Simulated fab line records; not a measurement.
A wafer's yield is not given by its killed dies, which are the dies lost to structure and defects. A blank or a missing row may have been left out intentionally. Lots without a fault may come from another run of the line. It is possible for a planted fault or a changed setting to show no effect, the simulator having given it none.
Matching of chambers || flow n5Finfet || aldSin-02 running N5_MOL_CONTACT_COAG_ALD_131: 4 sister chambers
The step deposits SiO2, target thk 5 nm, pulse time 1 s, co reactant pulse time 1 s. 22 wafers are shown with their chamber, then 11 later ones without.

WAFERS WITH THEIR CHAMBER
{"wafer": "L074.1", "chamber": 1, "heaterPowerW (W)": 93, "precursorPulseHeightRel": 0.996, "chamberPressureTorr (Torr)": 2.000}
{"wafer": "L074.5", "chamber": 2, "heaterPowerW (W)": 63, "precursorPulseHeightRel": 0.977, "chamberPressureTorr (Torr)": 2.003}
{"wafer": "L074.6", "chamber": 1, "heaterPowerW (W)": 91, "precursorPulseHeightRel": 0.950, "chamberPressureTorr (Torr)": 1.995}
{"wafer": "L077.1", "chamber": 1, "heaterPowerW (W)": 93, "precursorPulseHeightRel": 0.989, "chamberPressureTorr (Torr)": 2.004}
{"wafer": "L077.4", "chamber": 3, "heaterPowerW (W)": 68, "precursorPulseHeightRel": 0.962, "chamberPressureTorr (Torr)": 2.000}
{"wafer": "L077.5", "chamber": 2, "heaterPowerW (W)": 65, "precursorPulseHeightRel": 1.022, "chamberPressureTorr (Torr)": 1.996}
{"wafer": "L078.1", "chamber": 2, "heaterPowerW (W)": 64, "precursorPulseHeightRel": 1.039, "chamberPressureTorr (Torr)": 2.003}
{"wafer": "L078.3", "chamber": 1, "heaterPowerW (W)": 90, "precursorPulseHeightRel": 1.015, "chamberPressureTorr (Torr)": 2.000}
{"wafer": "L078.5", "chamber": 0, "heaterPowerW (W)": 75, "precursorPulseHeightRel": 1.005, "chamberPressureTorr (Torr)": 1.996}
{"wafer": "L082.1", "chamber": 0, "heaterPowerW (W)": 77, "precursorPulseHeightRel": 0.974, "chamberPressureTorr (Torr)": 1.985}
{"wafer": "L082.4", "chamber": 3, "heaterPowerW (W)": 68, "precursorPulseHeightRel": 0.989, "chamberPressureTorr (Torr)": 2.002}
{"wafer": "L082.5", "chamber": 1, "heaterPowerW (W)": 94, "precursorPulseHeightRel": 0.978, "chamberPressureTorr (Torr)": 2.003}
{"wafer": "L083.1", "chamber": 1, "heaterPowerW (W)": 92, "precursorPulseHeightRel": 0.974, "chamberPressureTorr (Torr)": 2.002}
{"wafer": "L083.2", "chamber": 0, "heaterPowerW (W)": 75, "precursorPulseHeightRel": 0.995, "chamberPressureTorr (Torr)": 2.007}
{"wafer": "L083.3", "chamber": 3, "heaterPowerW (W)": 68, "precursorPulseHeightRel": 0.997, "chamberPressureTorr (Torr)": 1.996}
{"wafer": "L087.1", "chamber": 0, "heaterPowerW (W)": 73, "precursorPulseHeightRel": 0.984, "chamberPressureTorr (Torr)": 1.997}
{"wafer": "L087.2", "chamber": 3, "heaterPowerW (W)": 67, "precursorPulseHeightRel": 1.020, "chamberPressureTorr (Torr)": 2.006}
{"wafer": "L087.5", "chamber": 3, "heaterPowerW (W)": 69, "precursorPulseHeightRel": 0.985, "chamberPressureTorr (Torr)": 2.006}
{"wafer": "L090.2", "chamber": 1, "heaterPowerW (W)": 93, "precursorPulseHeightRel": 0.959, "chamberPressureTorr (Torr)": 1.998}
{"wafer": "L090.5", "chamber": 0, "heaterPowerW (W)": 75, "precursorPulseHeightRel": 0.985, "chamberPressureTorr (Torr)": 1.999}
{"wafer": "L090.6", "chamber": 3, "heaterPowerW (W)": 68, "precursorPulseHeightRel": 0.990, "chamberPressureTorr (Torr)": 2.003}
{"wafer": "L092.1", "chamber": 3, "heaterPowerW (W)": 69, "precursorPulseHeightRel": 0.989, "chamberPressureTorr (Torr)": 1.996}

SIGNATURES (means of the wafers above)
{"reading": "heaterPowerW", "chamber 0": 75.00, "chamber 1": 92.29, "chamber 2": 64.00, "chamber 3": 68.14, "scatter within a chamber": 1.16}
{"reading": "precursorPulseHeightRel", "chamber 0": 0.98860, "chamber 1": 0.98014, "chamber 2": 1.01267, "chamber 3": 0.99029, "scatter within a chamber": 0.0202}
{"reading": "chamberPressureTorr", "chamber 0": 1.99680, "chamber 1": 2.00029, "chamber 2": 2.00067, "chamber 3": 2.00129, "scatter within a chamber": 0.00497}
Rule: for each reading, subtract the chamber's mean from the wafer's reading, divide by that reading's scatter and square the result; add these up over the readings and take the root, which gives the wafer's distance from the chamber. If the next closest chamber is less than 2 further off than the closest, the wafer can't be placed; otherwise it belongs to the closest. The scatter is the square root of a quotient: the sum, over the shown wafers, of each reading's squared deviation from its chamber's mean, divided by wafers minus chambers.

WAFERS WITHOUT THEIR CHAMBER
{"wafer": "L092.2", "heaterPowerW (W)": 91, "precursorPulseHeightRel": 0.999, "chamberPressureTorr (Torr)": 2.001}
{"wafer": "L092.5", "heaterPowerW (W)": 68, "precursorPulseHeightRel": 0.979, "chamberPressureTorr (Torr)": 2.004}
{"wafer": "L093.3", "heaterPowerW (W)": 68, "precursorPulseHeightRel": 0.999, "chamberPressureTorr (Torr)": 1.998}
{"wafer": "L093.4", "heaterPowerW (W)": 77, "precursorPulseHeightRel": 0.984, "chamberPressureTorr (Torr)": 1.996}
{"wafer": "L093.6", "heaterPowerW (W)": 66, "precursorPulseHeightRel": 1.028, "chamberPressureTorr (Torr)": 2.003}
{"wafer": "L094.3", "heaterPowerW (W)": 73, "precursorPulseHeightRel": 1.027, "chamberPressureTorr (Torr)": 2.004}
{"wafer": "L094.4", "heaterPowerW (W)": 91, "precursorPulseHeightRel": 1.013, "chamberPressureTorr (Torr)": 2.001}
{"wafer": "L094.5", "heaterPowerW (W)": 69, "precursorPulseHeightRel": 1.010, "chamberPressureTorr (Torr)": 2.004}
{"wafer": "L096.2", "heaterPowerW (W)": 66, "precursorPulseHeightRel": 0.982, "chamberPressureTorr (Torr)": 1.993}
{"wafer": "L096.3", "heaterPowerW (W)": 69, "precursorPulseHeightRel": 0.991, "chamberPressureTorr (Torr)": 2.008}
{"wafer": "L096.4", "heaterPowerW (W)": 75, "precursorPulseHeightRel": 1.000, "chamberPressureTorr (Torr)": 2.001}

WHICH CHAMBER EACH WENT THROUGH
{"wafer": "L092.2", "from the rows above": 1, "in truth": 1}
{"wafer": "L092.5", "from the rows above": 3, "in truth": 3}
{"wafer": "L093.3", "from the rows above": 3, "in truth": 3}
{"wafer": "L093.4", "from the rows above": 0, "in truth": 0}
{"wafer": "L093.6", "from the rows above": "can't be placed: 2 or 3", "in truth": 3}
{"wafer": "L094.3", "from the rows above": "can't be placed: 0 or 3", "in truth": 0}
{"wafer": "L094.4", "from the rows above": 1, "in truth": 1}
{"wafer": "L094.5", "from the rows above": 3, "in truth": 3}
{"wafer": "L096.2", "from the rows above": "can't be placed: 3 or 2", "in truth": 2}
{"wafer": "L096.3", "from the rows above": 3, "in truth": 3}
{"wafer": "L096.4", "from the rows above": 0, "in truth": 0}
8 of 11 placed correctly. Can't be placed from these rows: 3 (the true chamber is among the candidates in 3). 0 placed wrongly.
